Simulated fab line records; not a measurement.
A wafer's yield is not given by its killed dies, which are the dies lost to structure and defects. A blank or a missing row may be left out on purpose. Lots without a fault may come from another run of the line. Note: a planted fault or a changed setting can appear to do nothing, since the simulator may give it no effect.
Code-filled problem report in 8D (eight disciplines) form | flow nand_harc | the parts of the form that need people (team, actions taken, sign-off) are left out

1. THE ISSUE
cd_nm at NHARC_A_M0_CD_MEAS_09 reads a mean of 103.3 nm on 6 wafers of 2 lots; wafers without a fault read 80.0 nm with a standard deviation of 0.63. That is +37 standard deviations from the usual mean.
The step: target cd 80 nm.
First seen on wafer L110.1, day 30 00:32, on cd_sem-03. The record has a number at this step for 42 wafers belonging to 14 lots. The rule behind "out" and "out of limits": a value lying over 4 standard deviations away from the usual mean. The rest of the wafers with a number are treated as sound.

2. WHAT IT IS, AND WHAT IT ISN'T
question                    | is                     | is not
which readings at this step | cd_nm                  | -
which lots                  | L110, L112             | L100, L102, L103, L111, L114, L117, L994, L995, L996, L997, L998, L999
which wafers of those lots  | all that have a number | -
read on which gauges        | cd_sem-01, cd_sem-03   | cd_sem-02
when                        | from day 30 00:32      | up to then (30 sound wafers); but 6 sound wafers of L114, L117 came after

3. WHAT RULES OUT EACH SUSPECT
Counting: a tool at a process step up to the reading stays a suspect if it ran every lot that is out and no sound lot after the first of them.
- the gauge at NHARC_A_M0_CD_MEAS_09 has been ruled out. 2 gauges (cd_sem-01, cd_sem-03) read the wafers that are out.
- arfi_scanner-02 at NHARC_A_M0_EXPOSE_06 (exposes mask A M0, target cd 80 nm): kept. It ran every lot that is out, first L110 (day 30 00:23), and no sound lot after that; its last sound lot up to then is L100 (day 25 22:58). Out on those wafers are its own readings of exposure_dose_mJ_cm2.
After counting, what remains is arfi_scanner-02 at NHARC_A_M0_EXPOSE_06.

4. THE CAUSE (what the simulator had put in)
Process parameter drift: arfi_scanner-02, from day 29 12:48 on, at NHARC_A_M0_EXPOSE_06. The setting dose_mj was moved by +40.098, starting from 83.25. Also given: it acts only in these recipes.
After counting, this tool was the only one left.

5. THE EFFECT CHAIN, in route order
One row per reading whose mean, taken over the struck wafers that have a number, lies over 3 standard deviations from the usual. Only readings for which the record gives a usual standard deviation are gone through. hours: the time from each lot's start at the first step in this table that gives one to its start at this step, as a median over the lots. sigmas: the change in usual standard deviations.
hours | step                  | reading              | usual   | on struck wafers | change | sigmas
0     | NHARC_A_M0_EXPOSE_06  | exposure_dose_mJ_cm2 | 83.14   | 119.29           | +36.15 | +99 or more
0     | NHARC_A_M0_CD_MEAS_09 | cd_nm                | 80.0 nm | 103.3            | +23.3  | +37
The process steps in it:
- NHARC_A_M0_EXPOSE_06: exposes mask A M0, target cd 80 nm.
Later steps that measure or inspect, where all struck wafers having a row at the step show a number for every such reading and not one has moved that far: NHARC_A_M0_OVL_MEAS_10.

6. WHAT WOULD HAVE CAUGHT IT SOONER
12 hours passed between the start of the fault at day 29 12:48 and the first reading out of limits at a measuring or inspecting step in this record, taken at day 30 00:32.
The tool's own readings at NHARC_A_M0_EXPOSE_06 were out on every struck wafer that the step has a row for (exposure_dose_mJ_cm2): an alarm limit on them would have fired on the first of those.
Among the 2 lots that are out, L112 began NHARC_A_M0_EXPOSE_06 on arfi_scanner-02 after day 30 00:32. It would have been spared by a hold on the tool at that moment.
